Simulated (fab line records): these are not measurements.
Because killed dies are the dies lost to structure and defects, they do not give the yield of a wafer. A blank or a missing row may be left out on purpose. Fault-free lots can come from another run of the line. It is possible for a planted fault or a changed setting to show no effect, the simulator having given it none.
Matching of chambers | flow n5_finfet | N5_ILD0_CMP_03 on cmp-02: 4 sister chambers
The step polishes, stops on SiNx, t overpolish 1.9 s, target thk 197.38 nm. 4 wafers are shown with their chamber, then 7 later ones without.

## WAFERS, EACH WITH ITS CHAMBER
wafer  | chamber | motor_current_A (A)
L081.1 | 3       | 11.4
L085.2 | 1       | 14.0
L086.3 | 0       | 12.8
L086.4 | 2       | 15.4

## WAFERS MISSING THEIR CHAMBER
wafer  | motor_current_A (A)
L090.2 | 11.1
L094.2 | 12.5
L094.3 | 12.7
L096.1 | 14.1
L096.4 | 15.8
L097.2 | 13.6
L097.4 | 15.7

## WHICH CHAMBER EACH WENT THROUGH
wafer  | from the rows above     | in truth
L090.2 | 3                       | 3
L094.2 | 0                       | 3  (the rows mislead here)
L094.3 | 0                       | 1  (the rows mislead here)
L096.1 | 1                       | 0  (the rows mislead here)
L096.4 | 2                       | 2
L097.2 | can't be placed: 1 or 0 | 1
L097.4 | 2                       | 2
Correct placement for 3 of the 7. Can't be placed from these rows: 1 (the true chamber is among the candidates in 1). Wrongly placed: 3.
How it was worked out, from the rows above alone: a wafer's distance from a chamber is the root of the sum, over the readings, of the square of ((its reading less the chamber's mean) divided by the reading's scatter). The wafer belongs to the nearest chamber; if the next one is less than 2 further off, it can't be placed. For every chamber, the mean is computed from those of its wafers that are shown. The scatter (one wafer shown for each chamber): square how far every hidden wafer sits from the nearest shown wafer, average those squares and take the square root.
